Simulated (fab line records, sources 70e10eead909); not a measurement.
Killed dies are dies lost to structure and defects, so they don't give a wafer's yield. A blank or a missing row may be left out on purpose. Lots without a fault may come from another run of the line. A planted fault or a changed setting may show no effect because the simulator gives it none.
A struck lot beside a sound one | flow nand_harc | 39 steps out of a route of 1159
Sound: wafers L736.1, L736.3, L736.6. Struck: wafer L737.4. The cause comes at the end.
At each step with rows: each side's tool, then ch and its chambers, then its first start. Under that, the readings that differ: sound wafers | struck wafers | difference of the means | sigmas: that difference in standard deviations of wafers without a fault.
alike: readings whose means differ by less than 2 such deviations, and words and numbers that are the same on both sides. not compared: withheld readings, readings that some wafer has no value for, bounds like >300 that may hide the same value, and numbers for which the record gives no deviation and whose values overlap.
The two part at a step that has a row with sigmas, a row that says differs or no value, or rows on one side only. Numbers that don't overlap but have no deviation are shown without sigmas and don't part them. A reading that every wafer of one side lacks parts them only if that side has two wafers or more.

first, 1 step without rows for these wafers: NHARC_A_STAIRCASE_HARDBAKE_311 (time 140 s).
NHARC_A_STAIRCASE_DESCUM_312: chemistry O2, time 3 s.
  sound on rie_diel-07 ch 1,2,3, day 13 01:14; struck on rie_diel-03 ch 0, day 12 22:55
  reading                         | sound          | struck | difference | sigmas
  showerhead_plenum_p_Torr (Torr) | 1.92 1.87 1.90 | 2.00   | +0.10      | +2
  alike: drypump_motor_current_A, oes_product_au, rf_vpp_V, throttle_valve_pct
  not compared: rf_hours_counter_h
then, 3 steps without rows for these wafers: NHARC_A_STAIRCASE_ETCH_313 (etches the open film in CF4/CHF3); NHARC_A_STAIRCASE_HM_OPEN_463 (chemistry O2/COS); NHARC_A_STAIRCASE_STRIP_464 (strips in O2/COS).
NHARC_A_STAIRCASE_ETCH_453: etches the open film in CF4/O2, target depth 30 nm, overetch 3 nm, time 16.5 s.
  sound on rie_diel-07 ch 0,3; struck on rie_diel-03 ch 2
  alike: cf4_flow_sccm, drypump_motor_current_A, oes_product_au, rf_vpp_V, showerhead_plenum_p_Torr, throttle_valve_pct
  not compared: rf_hours_counter_h
then, 1 step without rows for these wafers: NHARC_A_STAIRCASE_ETCH_315 (etches the open film in C4F8/O2/Ar, target depth 2500 nm, time 607.1 s).
NHARC_A_STAIRCASE_STRIP_316: strips in O2.
  sound on rie_diel-07 ch 1,3; struck on rie_diel-03 ch 0
  alike: drypump_motor_current_A, oes_product_au, rf_vpp_V, showerhead_plenum_p_Torr, throttle_valve_pct
  not compared: rf_hours_counter_h
then, 3 steps without rows for these wafers: NHARC_A_STAIRCASE_STRIP_317 (strips in SPM, time 900 s); NHARC_A_STAIRCASE_PRECLEAN_318 (cleans in SC1); NHARC_A_STAIRCASE_SRD_329.
NHARC_A_STAIRCASE_ALD_415: deposits SiO2, target thk 30 nm, pulse time 6 s, ald cycles 300.
  sound on ald_hk-03 ch 0,2, day 13 03:34; struck on ald_hk-01 ch 2, day 13 00:52
  alike: heater_power_w, precursor_pulse_height_rel
then, 1 step without rows for these wafers: NHARC_A_STAIRCASE_ETCHBACK_416 (etches the open film in C4F8/O2/Ar, target depth 36 nm, time 7.2 s).
NHARC_A_STAIRCASE_STRIP_476: strips in O2, time 20 s.
  sound on rie_diel-11 ch 0,1, day 13 05:32; struck on rie_diel-03 ch 3, day 13 03:04
  alike: drypump_motor_current_A, oes_product_au, rf_vpp_V, showerhead_plenum_p_Torr, throttle_valve_pct
  not compared: rf_hours_counter_h
then, 8 steps without rows for these wafers: NHARC_A_STAIRCASE_DEP_417 (deposits Si3N4, target thk 60 nm); NHARC_A_STAIRCASE_WET_418 (chemistry H3PO4, target depth 20 nm); NHARC_A_STAIRCASE_PRECLEAN_419 (cleans in SC1); NHARC_A_STAIRCASE_SRD_421; NHARC_A_STAIRCASE_ALD_420 (deposits SiO2, target thk 20 nm, pulse time 6 s, ald cycles 200); NHARC_A_STAIRCASE_CVD_552 (deposits SiNx, target thk 40 nm); NHARC_A_STAIRCASE_DEP_151 (deposits SiO2, target thk 3800 nm); NHARC_A_STAIRCASE_ANNEAL_320 (time 1800 s).
NHARC_A_STAIRCASE_DEP_322: deposits SiO2, target thk 3800 nm.
  sound on pecvd-01 ch 1,2, day 13 23:28; struck on pecvd-04 ch 2, day 13 23:56
  alike: heater_power_w
then, 14 steps without rows for these wafers: NHARC_A_STAIRCASE_ANNEAL_323 (time 1800 s); NHARC_A_STAIRCASE_DEP_325 (deposits SiO2, target thk 3800 nm); NHARC_A_STAIRCASE_ANNEAL_326 (time 1800 s); NHARC_A_STAIRCASE_DEHYDRATE_433 (time 120 s); NHARC_A_STAIRCASE_HMDS_434 (time 30 s); NHARC_A_STAIRCASE_COAT_435; NHARC_A_STAIRCASE_SOFTBAKE_436 (time 170 s); NHARC_A_STAIRCASE_EBR_437; NHARC_A_STAIRCASE_EXPOSE_438 (exposes mask STAIR REV); NHARC_A_STAIRCASE_PEB_439 (peb time 130 s); NHARC_A_STAIRCASE_DEVELOP_440 (time 140 s); NHARC_A_STAIRCASE_HARDBAKE_442 (time 140 s); NHARC_A_STAIRCASE_DESCUM_443 (chemistry O2, time 3 s); NHARC_A_STAIRCASE_ETCH_444 (etches the open film in C4F8/O2, target depth 10200 nm, time 3400 s).
NHARC_A_SGD_CUT_DEP_00: deposits SiNx, target thk 50 nm.
  sound on pecvd-03 ch 0,1,2, day 14 20:46; struck on pecvd-03 ch 1, day 15 00:08
  reading | sound | struck                   | difference                   | sigmas
  hold    | - - - | await_dispo/3.3h/release | no value on the sound wafers |
  alike: heater_power_w
-- the record jumps here: 6 days lie between the struck wafers' starts before and after (it left off in module A_SGD_CUT and takes up again in module END, whose first step shown is number 1159 of the route) --
NHARC_END_SORT_01:
  the record has rows for the struck wafers here (prober-02 ch 0, day 21 03:50) and none for the sound ones

WHERE THEY PART
First at NHARC_A_STAIRCASE_DESCUM_312; last, within this record, at NHARC_END_SORT_01.

WHY: what the simulator had put in
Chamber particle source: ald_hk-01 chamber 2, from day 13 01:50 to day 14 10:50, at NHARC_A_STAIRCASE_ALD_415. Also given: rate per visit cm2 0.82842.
